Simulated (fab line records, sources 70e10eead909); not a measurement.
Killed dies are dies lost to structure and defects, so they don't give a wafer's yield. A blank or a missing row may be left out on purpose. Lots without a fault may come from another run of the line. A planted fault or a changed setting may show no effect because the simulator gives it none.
fab line records | flow nand_harc
record lots=11 wafers=33 last_day=24
route steps=1159 shown A_CONTACT@921 END@1159
lots that met no fault: from a run of the same line without faults
start_h: hours from the record's first day to the start of the lot's first wafer shown | wait_h: hours since the lot's step before | " the same as in the row above | L1.1+2: a row that stands for several wafers | - no value, or no start given | * or withheld: withheld | < > ~ a bound
route shown NAME@n: a module of which the file shows steps, and the number in the route of the first | usual: mean/standard deviation of fault-free wafers | same: alike in all rows | chamber/n: place in a boat | sites: the reading at each site | _std_site: their standard deviation | _edge_site: outer sites' mean less inner sites' | radius_mm: how far each site lies from the wafer's centre | mask NAME#n: copy n | behind: the tool/chamber that last shaped the wafer | hold: why the lot was held/for how many hours/how that ended | device: the transistor (n, p or np) that didn't switch | end of line: the same wafers' tests at the end of the route | a step without rows: its recipe alone | killed: dies lost to structure and defects at the first sort, not the wafer's yield | map: a wafer's dies, x killed, . not, _ none there
set.NAME: the setting as run; set.NAME@STEP: as run at that earlier step | model.NAME: the simulator's own value behind a step, which no gauge read
steps of the route over a sample of lots; a table a step, a row a wafer
services: from which hour (start_h, from the record's first day; less than 0 if before it) a tool's chamber was out of use, for how many hours, and why
## steps
# step NHARC_A_CONTACT_STRIP_82
# recipe o2_flow_sccm=500 ar_flow_sccm=0 bias_w=0 chemistry=O2
# usual drypump_motor_current_A=5.5/0.32 mfc_ar_sccm=0.008/0.0086 oes_product_au=1.003/0.01 rf_vpp_V=57.7/0.86 showerhead_plenum_p_Torr=3.51/0.14 throttle_valve_pct=17.037/0.009
# columns lot.wafer tool chamber start_h wait_h drypump_motor_current_A mfc_ar_sccm oes_product_au rf_hours_counter_h rf_vpp_V showerhead_plenum_p_Torr throttle_valve_pct
L343.3 rie_diel-11 3 - - 5.6 0.013 1.005 3 59.1 3.44 17.029
L343.5 " 2 " " 5.9 0.004 1.013 - 59.3 3.70 17.040
L343.6 " 3 " " 5.6 0.013 1.009 - 57.7 3.44 17.054
L345.4 rie_diel-11 2 - - 5.9 0.004 1.013 5 58.5 3.69 17.029
L345.5 " 2 " " 5.9 0.004 1.009 - 59.8 3.69 17.035
L345.6 " 3 " " 5.7 0.013 0.996 - 56.6 3.44 17.053
L347.4 rie_diel-01 1 - - 5.6 0 1.001 35 58.1 3.75 17.027
L347.3 " 2 " " 5.7 0.011 0.978 36 56.4 3.58 17.038
L347.2 " 0 " " 5.5 0 0.983 38 57.9 3.50 17.047
L349.1 rie_diel-11 2 - - 5.8 0.004 1.018 7 58.5 3.69 17.033
L349.4 " 3 " " 5.7 0.013 0.993 8 57.7 3.44 17.030
L349.5 " 1 " " 5.1 0 1.014 - 57.4 3.63 17.019
L348.1 rie_diel-09 3 - - 6.1 0.008 0.985 64 57.5 3.60 17.045
L348.5 " 0 " " 4.9 0.013 1.003 - 58.4 3.42 17.049
L348.6 " 1 " " 5.6 0 0.997 - 57.2 3.50 17.040
L353.2 rie_diel-09 1 - - 5.6 0 0.995 8 56.9 3.50 17.033
L353.5 " 0 " " 5.0 0.013 1.004 - 56.7 3.42 17.017
L353.6 " 1 " " 5.6 0 0.990 - 57.8 3.50 17.044
L361.1 rie_diel-11 1 - - 5.1 0 1.008 25 58.4 3.62 17.040
L361.2 " 2 " " 5.9 0.004 1.028 22 59.5 3.68 17.045
L361.5 " 1 " " 5.1 0 1.022 - 58.6 3.62 17.045
L363.4 rie_diel-01 1 - - 5.6 0 0.999 3 58.6 3.73 17.031
L363.1 " 0 " " 5.5 0 1.008 3 56.3 3.49 17.026
L363.6 " 1 " " 5.6 0 0.992 - 58.2 3.73 17.049
L362.3 rie_diel-01 1 - - 5.6 0 1.010 3 57.5 3.73 17.024
L362.5 " 3 " " 5.0 0.005 1.012 - 57.2 3.61 17.023
L362.6 " 0 " " 5.5 0 1.017 - 57.2 3.49 17.050
L360.4 rie_diel-11 0 - - 5.6 0.026 1.004 26 55.9 3.26 17.035
L360.1 " 1 " " 5.0 0 0.996 26 58.6 3.62 17.040
L360.6 " 3 " " 5.7 0.013 1.009 - 57.5 3.43 17.048
L364.4 rie_diel-09 1 - - 5.6 0 0.991 33 57.2 3.48 17.038
L364.3 " 0 " " 4.9 0.013 1.015 29 57.4 3.41 17.049
L364.5 " 1 " " 5.6 0 0.985 - 58.2 3.48 17.040
# step NHARC_A_CONTACT_ETCH_136
# recipe source_w=withheld pressure_mtorr=20 bias_v=3000 time_s=132 target_depth_a=12870 ar_flow_sccm=withheld c4f8_flow_sccm=withheld o2_flow_sccm=withheld chemistry=C4F8/O2/Ar
# usual chamber_pressure_mTorr=19.999/0.016 oes_air_line_au=1.001/0.022
# columns lot.wafer tool chamber start_h wait_h chamber_pressure_mTorr oes_air_line_au rf_hours_counter_h
L343.3 har_cap_etch-02 1 392.62 0.1 20.010 0.998 -
L343.6 " 0 " " 19.992 1.008 -
L343.5 " 1 " " 19.982 1.005 -
L345.4 har_cap_etch-02 1 422.78 0.1 19.975 1.001 -
L345.5 " 0 " " 20.021 0.992 -
L345.6 " 1 " " 19.993 1.000 -
L347.2 har_cap_etch-03 0 432.47 0.1 19.996 1.006 93
L347.3 " 1 " " 20.011 1.009 -
L347.4 " 0 " " 20.008 1.037 -
L349.1 har_cap_etch-02 0 433.48 0.1 20.013 1.029 19
L349.4 " 0 " " 19.974 1.013 -
L349.5 " 1 " " 20.009 1.000 -
L348.1 har_cap_etch-03 0 436.21 0.1 20.000 0.988 93
L348.5 " 0 " " 19.998 1.002 -
L348.6 " 1 " " 20.000 1.006 -
L353.2 har_cap_etch-01 0 471.74 0.1 20.010 0.988 74
L353.6 " 0 " " 19.991 1.013 -
L353.5 " 1 " " 20.016 1.012 -
L361.2 har_cap_etch-03 0 508.76 0.1 - - -
L361.1 " 1 " " - - -
L361.5 " 0 " " - - -
L363.1 har_cap_etch-02 0 513.75 0.1 19.997 1.029 34
L363.4 " 0 " " 20.005 1.021 -
L363.6 " 0 " " 19.984 0.999 -
L362.3 har_cap_etch-01 1 515.03 0.1 19.994 1.018 -
L362.5 " 1 " " 19.997 1.013 -
L362.6 " 0 " " 19.951 1.000 -
L360.1 har_cap_etch-03 1 516.61 0.1 - - -
L360.4 " 0 " " - - -
L360.6 " 0 " " - - -
L364.4 har_cap_etch-02 1 530.65 0.1 19.995 0.971 -
L364.3 " 0 " " 20.011 1.001 -
L364.5 " 1 " " 19.986 0.974 -
# step NHARC_A_CONTACT_ETCH_137
# recipe source_w=withheld pressure_mtorr=20 bias_v=3000 time_s=132 target_depth_a=12870 ar_flow_sccm=withheld c4f8_flow_sccm=withheld o2_flow_sccm=withheld chemistry=C4F8/O2/Ar
# usual chamber_pressure_mTorr=19.999/0.021 oes_air_line_au=1.003/0.021
# columns lot.wafer tool chamber start_h wait_h chamber_pressure_mTorr oes_air_line_au rf_hours_counter_h
L343.3 har_cap_etch-02 1 392.74 0.1 19.995 1.007 -
L343.6 " 0 " " 20.010 1.021 -
L343.5 " 1 " " 20.022 1.006 -
L345.4 har_cap_etch-02 1 422.90 0.1 19.997 1.001 -
L345.5 " 0 " " 19.984 1.037 -
L345.6 " 1 " " 20.014 0.985 -
L347.2 har_cap_etch-03 0 432.59 0.1 19.996 1.000 93
L347.3 " 1 " " 20.021 0.992 -
L347.4 " 0 " " 19.982 0.959 -
L349.1 har_cap_etch-02 0 433.60 0.1 20.017 1.006 19
L349.4 " 0 " " 20.000 1.004 -
L349.5 " 1 " " 20.014 0.982 -
L348.1 har_cap_etch-03 0 436.33 0.1 19.967 0.976 93
L348.5 " 0 " " 19.984 1.004 -
L348.6 " 1 " " 19.971 0.990 -
L353.2 har_cap_etch-01 0 471.86 0.1 20.006 1.012 74
L353.6 " 0 " " 19.979 0.995 -
L353.5 " 1 " " 20.017 1.004 -
L361.2 har_cap_etch-03 0 508.89 0.1 19.958 1.048 106
L361.1 " 1 " " 19.981 0.988 106
L361.5 " 0 " " 20.008 1.009 -
L363.1 har_cap_etch-02 0 513.87 0.1 19.982 1.017 34
L363.4 " 0 " " 19.999 0.986 -
L363.6 " 0 " " 20.009 0.985 -
L362.3 har_cap_etch-01 1 515.16 0.1 19.990 1.007 -
L362.5 " 1 " " 20.014 1.019 -
L362.6 " 0 " " 19.979 1.019 -
L360.1 har_cap_etch-03 1 516.73 0.1 19.991 0.985 108
L360.4 " 0 " " 20.007 1.014 -
L360.6 " 0 " " 20.022 1.002 -
L364.4 har_cap_etch-02 1 530.77 0.1 20.002 0.970 -
L364.3 " 0 " " 19.996 0.999 -
L364.5 " 1 " " 20.044 0.976 -
# step NHARC_A_CONTACT_ETCH_110
# recipe target_depth_a=500 overetch_a=50 time_s=27.5 ion_energy_ev=100 cf4_flow_sccm=80 o2_flow_sccm=20 ar_flow_sccm=0 rf_w=300 bias_w=100 chemistry=CF4/O2
# usual bias_w=100.0/0.3 cf4_flow_sccm=79.99/0.23 drypump_motor_current_A=5.5/0.32 mfc_ar_sccm=0.007/0.0078 oes_f_703_au=0.999/0.0046 oes_product_au=1.004/0.011 rf_vpp_V=198.0/1.3 showerhead_plenum_p_Torr=1.34/0.055 throttle_valve_pct=13.397/0.0089
# columns lot.wafer tool chamber start_h wait_h bias_w cf4_flow_sccm drypump_motor_current_A mfc_ar_sccm oes_f_703_au oes_product_au rf_hours_counter_h rf_vpp_V showerhead_plenum_p_Torr throttle_valve_pct
L343.3 rie_diel-09 0 393.91 0.1 100.8 80.09 4.9 0.013 0.997 1.000 54 197.8 1.30 13.395
L343.5 " 2 " " 100.3 79.95 5.6 0 0.998 0.985 - 196.5 1.27 13.377
L343.6 " 3 " " 99.7 79.83 6.1 0.008 1.001 0.992 - 198.9 1.36 13.388
L345.4 rie_diel-01 1 424.04 0.1 99.8 79.85 5.6 0 0.999 1.011 33 200.6 1.42 13.391
L345.6 " 2 " " 100.7 80.43 5.7 0.011 0.993 0.991 - 199.0 1.36 13.410
L345.5 " 3 " " 100.3 79.65 5.0 0.005 1.010 0.998 - 198.7 1.37 13.387
L347.3 rie_diel-01 2 434.48 0.4 99.8 79.95 5.7 0.011 1.004 0.987 41 198.1 1.36 13.407
L347.2 " 3 " " 99.9 80.19 5.0 0.005 0.994 1.005 33 198.8 1.37 13.395
L347.4 " 1 " " 100.1 79.73 5.6 0 1.001 0.993 - 200.6 1.42 13.401
L349.4 rie_diel-11 0 435.26 0.1 100.2 79.72 5.6 0.026 1.004 1.020 11 195.4 1.23 13.391
L349.1 " 1 " " 99.6 80.00 5.0 0 0.993 1.023 10 197.7 1.38 13.395
L349.5 " 1 " " 100.1 80.02 5.0 0 0.998 1.022 - 199.2 1.38 13.412
L348.1 rie_diel-11 2 437.51 0.1 100.1 80.00 5.9 0.004 0.998 1.017 9 198.1 1.40 13.400
L348.6 " 2 " " 99.9 80.16 5.8 0.004 0.992 1.015 - 198.3 1.40 13.397
L348.5 " 3 " " 100.1 80.05 5.7 0.013 0.999 1.008 - 196.0 1.30 13.402
L353.2 rie_diel-11 2 473.46 0.1 100.3 80.02 5.8 0.004 0.999 1.004 17 199.2 1.40 13.398
L353.6 " 1 " " 100.0 79.78 5.0 0 0.997 1.003 - 199.6 1.37 13.399
L353.5 " 2 " " 100.5 79.99 5.8 0.004 1.004 1.013 - 199.5 1.40 13.407
L361.2 rie_diel-01 3 510.06 0.1 99.7 80.13 5.0 0.005 1.002 1.016 4 197.6 1.37 13.379
L361.1 " 0 " " 100.0 80.10 5.5 0 0.999 1.006 3 197.4 1.32 13.394
L361.5 " 2 " " 99.9 80.04 5.7 0.011 1.000 0.999 - 197.7 1.35 13.405
L363.1 rie_diel-11 3 515.04 0.1 100.0 79.88 5.7 0.013 1.005 1.009 27 196.7 1.30 13.401
L363.4 " 0 " " 100.2 79.73 5.6 0.026 0.997 1.014 27 196.3 1.23 13.408
L363.6 " 1 " " 100.1 80.24 5.0 0 1.005 1.013 - 199.2 1.37 13.404
L362.3 rie_diel-09 1 516.36 0.1 100.1 80.12 5.6 0 1.007 0.986 30 198.6 1.32 13.405
L362.6 " 3 " " 100.2 79.97 6.0 0.008 1.004 0.994 - 198.0 1.36 13.393
L362.5 " 1 " " 100.1 79.61 5.6 0 1.006 0.986 - 197.2 1.32 13.405
L360.4 rie_diel-01 3 517.90 0.1 99.9 80.08 5.0 0.005 0.994 1.007 7 200.0 1.37 13.398
L360.1 " 0 " " 100.1 79.91 5.5 0 1.001 1.024 6 197.1 1.32 13.395
L360.6 " 2 " " 100.2 80.13 5.7 0.011 1.007 1.001 - 198.3 1.35 13.380
L364.3 rie_diel-01 3 532.49 0.1 99.6 79.81 5.0 0.005 1.007 1.006 13 198.7 1.36 13.389
L364.4 " 1 " " 99.9 79.86 5.6 0 0.994 1.002 12 199.4 1.41 13.392
L364.5 " 0 " " 99.7 80.09 5.5 0 0.995 1.005 - 198.1 1.32 13.386
# step NHARC_END_SORT_01
# recipe temp_c=25
# usual killed_at_array=29/13 killed_at_other=0.7/1 killed_at_periphery=3.2/2.3 killed_dies=33/13 killed_open=3.3/1.7 killed_short=2.0/1.5
# same gross_dies=677
# columns lot.wafer tool chamber start_h wait_h hold killed_at_array killed_at_other killed_at_periphery killed_dies killed_open killed_short
L343.3 prober-01 0 456.31 3.1 - 19 0 2 21 2 2
L343.5 prober-01 0 457.91 3.7 - 18 1 2 21 2 3
L343.6 prober-01 0 458.71 4.0 - 32 0 1 33 3 2
L345.4 prober-02 0 480.98 3.4 - 27 0 3 30 2 1
L345.5 prober-02 0 481.78 3.7 - 25 0 1 26 4 2
L345.6 prober-02 0 482.58 4.0 - 34 0 1 35 2 1
L349.1 prober-01 0 487.17 2.5 - 36 0 4 40 8 2
L349.4 prober-01 0 489.55 3.4 - 39 3 5 47 4 1
L349.5 prober-01 0 490.34 3.7 - 45 3 9 57 7 2
L347.2 prober-02 0 487.94 2.8 - 24 0 1 25 4 0
L347.3 prober-02 0 488.74 3.1 - 27 0 4 31 3 5
L347.4 prober-02 0 489.53 3.4 - 23 0 4 27 3 1
L348.1 prober-02 0 494.90 2.5 - 17 1 2 20 3 1
L348.5 prober-02 0 498.08 3.7 - 13 0 5 18 4 1
L348.6 prober-02 0 498.87 4.0 - 12 0 6 18 3 3
L353.2 prober-02 0 521.94 2.8 - 33 0 2 35 6 4
L353.5 prober-02 0 524.35 3.7 - 37 0 1 38 4 5
L353.6 prober-02 0 525.16 4.0 - 34 0 2 36 4 2
L361.1 prober-02 0 564.50 2.5 await_dispo/5.1h/scrap 673 2 2 677 3 2
L361.2 prober-02 0 565.30 2.8 await_dispo/5.1h/scrap 671 1 5 677 4 1
L361.5 prober-02 0 567.70 3.7 await_dispo/5.1h/scrap 673 0 4 677 5 2
L363.1 prober-01 0 564.52 2.5 - 15 1 2 18 1 2
L363.4 prober-01 0 566.90 3.4 - 14 1 3 18 0 1
L363.6 prober-01 0 568.49 4.0 - 13 3 6 22 5 4
L360.1 prober-01 0 572.27 2.5 await_dispo/2.7h/scrap 676 0 1 677 3 1
L360.4 prober-01 0 574.68 3.4 await_dispo/2.7h/scrap 676 0 1 677 2 1
L360.6 prober-01 0 576.28 4.0 await_dispo/2.7h/scrap 676 0 1 677 2 1
L362.3 prober-02 0 573.85 3.1 - 19 1 3 23 6 3
L362.5 prober-02 0 575.45 3.7 - 14 1 3 18 6 0
L362.6 prober-02 0 576.25 4.0 - 11 0 3 14 2 0
L364.3 prober-01 0 581.94 3.1 - 28 0 3 31 5 5
L364.4 prober-01 0 582.73 3.4 - 33 2 6 41 5 4
L364.5 prober-01 0 583.52 3.7 - 24 2 7 33 2 2
# killed by level:class
L343.3 A_SLIT:chamber_film_flake=6 A_CHANNEL_HOLE_D1:chamber_film_flake=5 A_CONTACT:chamber_film_flake=2 A_CHANNEL_HOLE_D1:geometric_particle:short=1 A_CONTACT:geometric_particle:open=1 A_M0:geometric_particle:open=1 A_M1:geometric_particle:short=1 P_GATE:chamber_film_flake=1
L343.5 A_SLIT:chamber_film_flake=7 A_CHANNEL_HOLE_D1:chamber_film_flake=2 A_STAIRCASE:chamber_film_flake=2 A_CONTACT:chamber_film_flake=2 P_M0:geometric_particle:open=1 A_ONON_D1:geometric_particle:short=1 A_CHANNEL_FILL_D1:geometric_particle:short=1 A_CHANNEL_FILL_D1:geometric_particle:open=1
L343.6 A_SLIT:chamber_film_flake=16 A_CHANNEL_HOLE_D1:chamber_film_flake=4 A_STAIRCASE:chamber_film_flake=3 A_CONTACT:chamber_film_flake=3 A_ONON_D1:geometric_particle:open=2 A_WL_FILL:geometric_particle:short=2 A_M1:geometric_particle:open=1 P_GATE:chamber_film_flake=1
L345.4 A_CHANNEL_HOLE_D1:chamber_film_flake=10 A_SLIT:chamber_film_flake=7 A_CONTACT:chamber_film_flake=6 A_STAIRCASE:chamber_film_flake=2 P_M0:geometric_particle:open=1 A_ONON_D1:geometric_particle:short=1 A_CHANNEL_HOLE_D1:geometric_particle:open=1 P_ZERO_WELL:chamber_film_flake=1
L345.5 A_CHANNEL_HOLE_D1:chamber_film_flake=10 A_SLIT:chamber_film_flake=7 A_CHANNEL_FILL_D1:geometric_particle:short=2 A_WL_FILL:geometric_particle:open=2 A_CONTACT:geometric_particle:open=1 A_M1:geometric_particle:open=1 P_ZERO_WELL:chamber_film_flake=1 A_CHANNEL_FILL_D1:chamber_film_flake=1
L345.6 A_SLIT:chamber_film_flake=15 A_CHANNEL_HOLE_D1:chamber_film_flake=13 A_CONTACT:chamber_film_flake=3 P_CONTACT:geometric_particle:open=1 A_CHANNEL_FILL_D1:geometric_particle:open=1 A_BLC:geometric_particle:short=1 A_STAIRCASE:chamber_film_flake=1
L349.1 A_CHANNEL_HOLE_D1:chamber_film_flake=13 A_SLIT:chamber_film_flake=8 A_CHANNEL_FILL_D1:geometric_particle:open=3 A_STAIRCASE:chamber_film_flake=3 P_ZERO_WELL:chamber_film_flake=2 A_CONTACT:chamber_film_flake=2 P_CONTACT:geometric_particle:short=1 P_CONTACT:geometric_particle:open=1
L347.2 A_SLIT:chamber_film_flake=9 A_STAIRCASE:chamber_film_flake=7 A_CHANNEL_HOLE_D1:chamber_film_flake=3 A_CONTACT:chamber_film_flake=2 P_M0:geometric_particle:open=1 A_ONON_D1:geometric_particle:open=1 A_SGD_CUT:geometric_particle:open=1 A_M0:geometric_particle:open=1
L347.3 A_SLIT:chamber_film_flake=8 A_STAIRCASE:chamber_film_flake=5 A_CONTACT:chamber_film_flake=5 P_STI:chamber_film_flake=2 A_CHANNEL_HOLE_D1:chamber_film_flake=2 P_CONTACT:geometric_particle:short=1 A_SOURCE_PLATE:geometric_particle:short=1 A_ONON_D1:geometric_particle:short=1
L347.4 A_SLIT:chamber_film_flake=10 A_CONTACT:chamber_film_flake=4 P_STI:chamber_film_flake=3 A_CHANNEL_HOLE_D1:chamber_film_flake=3 A_STAIRCASE:chamber_film_flake=2 A_ONON_D1:geometric_particle:short=1 A_CHANNEL_FILL_D1:geometric_particle:open=1 A_CONTACT:geometric_particle:open=1
L349.4 A_CHANNEL_HOLE_D1:chamber_film_flake=11 A_SLIT:chamber_film_flake=11 A_STAIRCASE:chamber_film_flake=8 P_ZERO_WELL:chamber_film_flake=5 HYBRID_BOND:chamber_film_flake=3 A_CONTACT:chamber_film_flake=3 A_CONTACT:geometric_particle:open=2 A_CHANNEL_HOLE_D1:geometric_particle:open=1
L349.5 A_CHANNEL_HOLE_D1:chamber_film_flake=14 A_SLIT:chamber_film_flake=11 A_STAIRCASE:chamber_film_flake=6 A_CONTACT:chamber_film_flake=5 A_ZERO_WELL:chamber_film_flake=4 HYBRID_BOND:chamber_film_flake=3 P_CONTACT:geometric_particle:open=2 P_ZERO_WELL:chamber_film_flake=2
L348.1 A_CONTACT:chamber_film_flake=6 A_CHANNEL_HOLE_D1:chamber_film_flake=4 A_ONON_D1:geometric_particle:open=2 A_STAIRCASE:chamber_film_flake=2 A_CHANNEL_FILL_D1:geometric_particle:short=1 A_CONTACT:geometric_particle:open=1 P_STI:chamber_film_flake=1 P_GATE:chamber_film_flake=1
L348.5 A_STAIRCASE:chamber_film_flake=6 A_CHANNEL_HOLE_D1:chamber_film_flake=3 P_GATE:geometric_particle:open=1 P_CONTACT:geometric_particle:open=1 P_M0:geometric_particle:open=1 A_ONON_D1:geometric_particle:short=1 A_CHANNEL_FILL_D1:geometric_particle:open=1 P_ZERO_WELL:chamber_film_flake=1
L348.6 A_CONTACT:chamber_film_flake=4 P_GATE:chamber_film_flake=3 A_CHANNEL_HOLE_D1:chamber_film_flake=3 A_CONTACT:geometric_particle:open=2 A_STAIRCASE:chamber_film_flake=2 P_CONTACT:geometric_particle:short=1 P_CONTACT:geometric_particle:open=1 P_M0:geometric_particle:short=1
L353.2 A_CHANNEL_HOLE_D1:chamber_film_flake=17 A_CONTACT:chamber_film_flake=6 A_CONTACT:geometric_particle:open=2 A_M1:geometric_particle:short=2 A_M1:geometric_particle:open=2 P_M1:chamber_film_flake=2 A_CHANNEL_FILL_D1:geometric_particle:open=1 A_CHANNEL_FILL_D1:geometric_particle:short=1
L353.5 A_CHANNEL_HOLE_D1:chamber_film_flake=20 A_CONTACT:chamber_film_flake=7 A_CONTACT:geometric_particle:short=2 A_ZERO_WELL:chamber_film_flake=2 P_M0:geometric_particle:open=1 A_ONON_D1:geometric_particle:open=1 A_SGD_CUT:geometric_particle:short=1 A_WL_FILL:geometric_particle:short=1
L353.6 A_CHANNEL_HOLE_D1:chamber_film_flake=20 A_CONTACT:chamber_film_flake=5 A_ZERO_WELL:chamber_film_flake=3 P_M0:geometric_particle:short=1 A_CHANNEL_HOLE_D1:geometric_particle:open=1 A_CHANNEL_FILL_D1:geometric_particle:open=1 A_STAIRCASE:geometric_particle:open=1 A_WL_FILL:geometric_particle:open=1
L361.1 A_CONTACT:area_etch=609 A_CHANNEL_HOLE_D1:chamber_film_flake=32 A_SLIT:chamber_film_flake=15 A_M1:chamber_film_flake=5 A_CONTACT:chamber_film_flake=3 A_BLC:chamber_film_flake=3 A_WL_FILL:geometric_particle:short=2 A_ZERO_WELL:chamber_film_flake=2
L363.1 A_CHANNEL_HOLE_D1:chamber_film_flake=8 A_ONON_D1:geometric_particle:short=2 A_WL_FILL:chamber_film_flake=2 A_ONON_D1:geometric_particle:open=1 P_ZERO_WELL:chamber_film_flake=1 P_M0:chamber_film_flake=1 A_STAIRCASE:chamber_film_flake=1 A_M1:chamber_film_flake=1
L361.2 A_CONTACT:area_etch=621 A_SLIT:chamber_film_flake=19 A_CHANNEL_HOLE_D1:chamber_film_flake=17 A_M1:chamber_film_flake=4 A_WL_FILL:geometric_particle:open=2 P_M0:chamber_film_flake=2 A_ZERO_WELL:chamber_film_flake=2 A_CONTACT:chamber_film_flake=2
L363.4 A_M1:chamber_film_flake=6 A_CHANNEL_HOLE_D1:chamber_film_flake=4 P_M0:chamber_film_flake=3 A_WL_FILL:chamber_film_flake=2 A_ONON_D1:geometric_particle:short=1 A_CONTACT:chamber_film_flake=1 THIN_TSV:chamber_film_flake=1
L361.5 A_CONTACT:area_etch=623 A_CHANNEL_HOLE_D1:chamber_film_flake=19 A_SLIT:chamber_film_flake=16 A_CONTACT:geometric_particle:open=4 P_M0:chamber_film_flake=3 A_BLC:chamber_film_flake=3 A_CONTACT:chamber_film_flake=2 A_M1:chamber_film_flake=2
L363.6 P_GATE:chamber_film_flake=3 A_M1:chamber_film_flake=3 P_M0:geometric_particle:open=2 A_CHANNEL_FILL_D1:geometric_particle:short=2 A_CHANNEL_HOLE_D1:chamber_film_flake=2 THIN_TSV:chamber_film_flake=2 A_SOURCE_PLATE:geometric_particle:short=1 A_CHANNEL_FILL_D1:geometric_particle:open=1
L360.1 A_CONTACT:area_etch=620 A_SLIT:chamber_film_flake=25 A_CHANNEL_HOLE_D1:chamber_film_flake=21 A_CONTACT:chamber_film_flake=4 A_CONTACT:geometric_particle:open=2 A_WL_FILL:chamber_film_flake=2 A_ONON_D1:geometric_particle:short=1 A_M0:geometric_particle:open=1
L362.3 A_CHANNEL_HOLE_D1:chamber_film_flake=8 A_CONTACT:geometric_particle:open=2 A_M0:geometric_particle:open=2 A_CONTACT:chamber_film_flake=2 P_M1:geometric_particle:short=1 P_M2:geometric_particle:open=1 A_CHANNEL_HOLE_D1:geometric_particle:short=1 A_CHANNEL_FILL_D1:geometric_particle:open=1
L360.4 A_CONTACT:area_etch=626 A_CHANNEL_HOLE_D1:chamber_film_flake=22 A_SLIT:chamber_film_flake=11 A_CONTACT:chamber_film_flake=11 A_CHANNEL_FILL_D1:chamber_film_flake=2 A_CHANNEL_FILL_D1:geometric_particle:open=1 A_CHANNEL_FILL_D1:geometric_particle:short=1 A_CONTACT:geometric_particle:open=1
L362.5 A_CHANNEL_HOLE_D1:chamber_film_flake=6 A_WL_FILL:chamber_film_flake=3 A_M0:geometric_particle:open=2 P_GATE:geometric_particle:open=1 P_M0:geometric_particle:open=1 A_CHANNEL_HOLE_D1:geometric_particle:open=1 A_CONTACT:geometric_particle:open=1 P_GATE:chamber_film_flake=1
L362.6 A_CHANNEL_HOLE_D1:chamber_film_flake=5 A_WL_FILL:chamber_film_flake=3 P_STI:chamber_film_flake=2 P_M0:geometric_particle:open=1 A_BLC:geometric_particle:open=1 A_STAIRCASE:chamber_film_flake=1 A_CONTACT:chamber_film_flake=1
L360.6 A_CONTACT:area_etch=626 A_CHANNEL_HOLE_D1:chamber_film_flake=21 A_SLIT:chamber_film_flake=12 A_CONTACT:chamber_film_flake=9 A_CONTACT:geometric_particle:open=2 A_CHANNEL_FILL_D1:chamber_film_flake=2 A_M1:chamber_film_flake=2 A_CHANNEL_FILL_D1:geometric_particle:short=1
L364.3 A_SLIT:chamber_film_flake=12 A_CHANNEL_HOLE_D1:chamber_film_flake=6 A_ONON_D1:geometric_particle:short=2 P_CONTACT:geometric_particle:short=1 A_CHANNEL_HOLE_D1:geometric_particle:short=1 A_CHANNEL_FILL_D1:geometric_particle:open=1 A_SGD_CUT:geometric_particle:open=1 A_WL_FILL:geometric_particle:open=1
L364.4 A_SLIT:chamber_film_flake=21 A_CHANNEL_HOLE_D1:chamber_film_flake=4 A_STAIRCASE:chamber_film_flake=2 THIN_TSV:chamber_film_flake=2 P_CONTACT:geometric_particle:short=1 P_CONTACT:geometric_particle:open=1 P_M0:geometric_particle:short=1 P_M0:geometric_particle:open=1
L364.5 A_SLIT:chamber_film_flake=14 A_STAIRCASE:chamber_film_flake=3 P_STI:chamber_film_flake=2 P_GATE:chamber_film_flake=2 THIN_TSV:chamber_film_flake=2 A_WL_FILL:geometric_particle:short=1 A_CONTACT:geometric_particle:open=1 A_BLC:geometric_particle:open=1
## services
# columns tool chamber start_h hours kind
rie_diel-11 - 367.16 9.0 pm
rie_diel-11 0 367.16 9.0 vent_cycle
rie_diel-11 1 367.16 9.0 vent_cycle
rie_diel-11 2 367.16 9.0 vent_cycle
rie_diel-11 3 367.16 9.0 vent_cycle
rie_diel-11 0 376.16 - clean
rie_diel-11 1 376.16 - clean
rie_diel-11 2 376.16 - clean
rie_diel-11 3 376.16 - clean
rie_diel-11 0 400.69 - clean
rie_diel-11 1 400.69 - clean
rie_diel-11 2 400.69 - clean
rie_diel-11 3 400.69 - clean
rie_diel-01 1 402.50 4.2 repair
rie_diel-11 0 425.19 - clean
rie_diel-11 1 425.19 - clean
rie_diel-01 0 427.90 15.1 repair
rie_diel-09 - 432.00 9.0 pm
rie_diel-01 3 436.30 5.6 repair
rie_diel-09 0 468.52 4.2 repair
rie_diel-01 2 468.70 7.5 repair
rie_diel-01 - 491.80 9.0 pm
rie_diel-11 0 495.03 1.5 repair
rie_diel-09 0 513.05 5.8 repair
## key
first_sign step=NHARC_A_CONTACT_ETCH_136 reading=tool_record direction=missing
effect step=NHARC_END_SORT_01 reading=killed_at_array direction=up sigmas=50 usual=29 struck=674
more_kills_born_at NHARC_A_CONTACT_ETCH_136@har_cap_etch-03=3725
met_at NHARC_A_CONTACT_ETCH_136
struck_lots L360,L361
later_rows_left_out L360.1,L360.4,L360.6,L361.1,L361.2,L361.5
tester_left_out L360,L361
not_acting_at NHARC_A_CONTACT_STRIP_82,NHARC_A_CONTACT_ETCH_137,NHARC_A_CONTACT_ETCH_110
onset_between 436.21 508.76
fault kind=skipped_step_whole tool=har_cap_etch-03 chamber=- onset_h=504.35 steps=NHARC_A_CONTACT_ETCH_136 scope=struck_lots_only
# tester_left_out: of these lots the tester's yield and bins aren't shown, on N5 and GAA mostly nor the transistor test; their killed dies are dies lost to structure and defects alone, not to doping, threshold or leakage, so they don't give the yield
# later_rows_left_out: the simulator's readings of these wafers behind a module that went badly wrong aren't trusted and aren't shown, but for the sort
